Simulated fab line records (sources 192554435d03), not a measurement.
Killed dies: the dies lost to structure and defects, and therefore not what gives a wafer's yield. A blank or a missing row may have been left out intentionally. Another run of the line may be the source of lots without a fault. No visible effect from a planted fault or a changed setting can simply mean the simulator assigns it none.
Split-lot study + flow n5 finfet + 21 wafers read from 7 lots, route of 1938 steps

## ABOUT THE SPLIT
At N5_BEOL_M7_PECVD_70 (deposits SiO2 from TEOS/O2, target thk 20 nm, time 22.7 s), the setting temp c was moved away from the recipe's 400 C on 5 of the 21 wafers read, by -4.2% to +3.8%. This setting was run at the recipe's value on the other wafers.

The reading comes from the split's own step.

## THE READING
SiO2_of_BEOL_M7_PECVD_70.thk nm (the simulator's own value, which no gauge read), in nm, at N5_BEOL_M7_PECVD_70 (deposits SiO2 from TEOS/O2, target thk 20 nm, time 22.7 s). The file gives no usual value for it. Across the 16 wafers here that went through the recipe, the average is 20.0 nm and the standard deviation 0.33 nm.

| wafer  | tool, chamber at the split | temp c as run, C | against the recipe | SiO2_of_BEOL_M7_PECVD_70.thk nm, nm | against lot-mates on the recipe |
|--------|----------------------------|------------------|--------------------|-------------------------------------|---------------------------------|
| L074.4 | pecvd-03, 0                | 400              | recipe             | 20.2                                | -                               |
| L074.5 | pecvd-03, 2,1              | 400              | recipe             | 19.8                                | -                               |
| L074.6 | pecvd-03, 2,1              | 400              | recipe             | 19.8                                | -                               |
| L076.2 | pecvd-04, 1                | 393.5            | -1.6%              | 20.6                                | +0.8                            |
| L076.3 | pecvd-04, 0                | 400              | recipe             | 19.8                                | -                               |
| L076.6 | pecvd-04, 0                | 393.5            | -1.6%              | 21                                  | +1.2                            |
| L080.3 | pecvd-04, 2                | 400              | recipe             | 20                                  | -                               |
| L080.4 | pecvd-04, 0,2              | 400              | recipe             | 20.2                                | -                               |
| L080.6 | pecvd-04, 0,2              | 400              | recipe             | 20.2                                | -                               |
| L086.1 | pecvd-01, 0                | 400              | recipe             | 19.6                                | -                               |
| L086.3 | pecvd-01, 1                | 400              | recipe             | 19.2                                | -                               |
| L086.6 | pecvd-01, 2                | 400              | recipe             | 20.4                                | -                               |
| L087.2 | pecvd-03, 1                | 383.3            | -4.2%              | 21.8                                | +2.2                            |
| L087.5 | pecvd-03, 2                | 383.3            | -4.2%              | 22.4                                | +2.8                            |
| L087.6 | pecvd-03, 1                | 400              | recipe             | 19.6                                | -                               |
| L089.4 | pecvd-01, 0                | 400              | recipe             | 20                                  | -                               |
| L089.5 | pecvd-01, 2                | 400              | recipe             | 20.4                                | -                               |
| L089.6 | pecvd-01, 1                | 400              | recipe             | 19.8                                | -                               |
| L096.1 | pecvd-04, 1                | 400              | recipe             | 20.4                                | -                               |
| L096.2 | pecvd-04, 0                | 415.4            | +3.8%              | 17.8                                | -2.5                            |
| L096.5 | pecvd-04, 2                | 400              | recipe             | 20.2                                | -                               |
Rows listing several chambers each stand for several wafers; the file does not say which wafer went through which chamber.

FIT RESULTS
A straight line over all 21 wafers: SiO2_of_BEOL_M7_PECVD_70.thk nm changes by -0.526 nm for each +1% of temp c; r = -0.94; the points scatter about the line by 0.33 nm.
The same after taking each lot's own level away (the mean of its wafers on the recipe; 21 wafers): -0.616 nm for each +1%; r = -0.97; scatter 0.27 nm.
Per that fit: largest temp c move, reading shift of 2.6 nm.
The span of the lots' own levels, 19.60 to 20.30 nm, comes to 2.1 times the standard deviation stated above.
Hence the slope depends on the lot-to-lot level, as the two fits are not the same.
Check: with one of the wafers moved furthest among these (-4.2%) left out of the fit, the line predicts +2.73 nm for it against its lot-mates. Against them it came out at +2.2 nm.

## ADDITIONAL SPLITS CARRIED BY THESE WAFERS
Note: prior to the reading, these wafers also went through further splits. Each is held against what the fit with the lots' levels taken away leaves over:
| other split on the same wafers          | wafers away from the commonest value | r with SiO2_of_BEOL_M7_PECVD_70.thk nm (lot level and that fit taken away) |
|-----------------------------------------|--------------------------------------|----------------------------------------------------------------------------|
| N5_HKMG_FIN_PEB_10 peb time s           | 8                                    | +0.39                                                                      |
| N5_GATE_CUT_ETCH_37 bias w              | 4                                    | +0.07                                                                      |
| N5_MOL_CONTACT_COAG_ETCHBACK_135 time s | 7                                    | +0.15                                                                      |
| N5_MOL_CONTACT_COAG_VIA_ETCH_46 bias w  | 6                                    | -0.21                                                                      |
| N5_BEOL_M0_SAQP_PECVD_97 time s         | 7                                    | -0.14                                                                      |
| N5_BEOL_M1_COAT_61 spin rpm             | 9                                    | -0.25                                                                      |
| N5_BEOL_M1_ETCH_70 source w             | 7                                    | -0.14                                                                      |
| N5_BEOL_M2_ETCH_69 bias w               | 4                                    | +0.34                                                                      |
| N5_BEOL_M4_COAT_05 spin rpm             | 4                                    | +0.27                                                                      |

## THE FILE'S OWN FIT
SiO2_of_BEOL_M7_PECVD_70.thk nm changes by -0.622 nm for each +1% of temp c, r = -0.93.
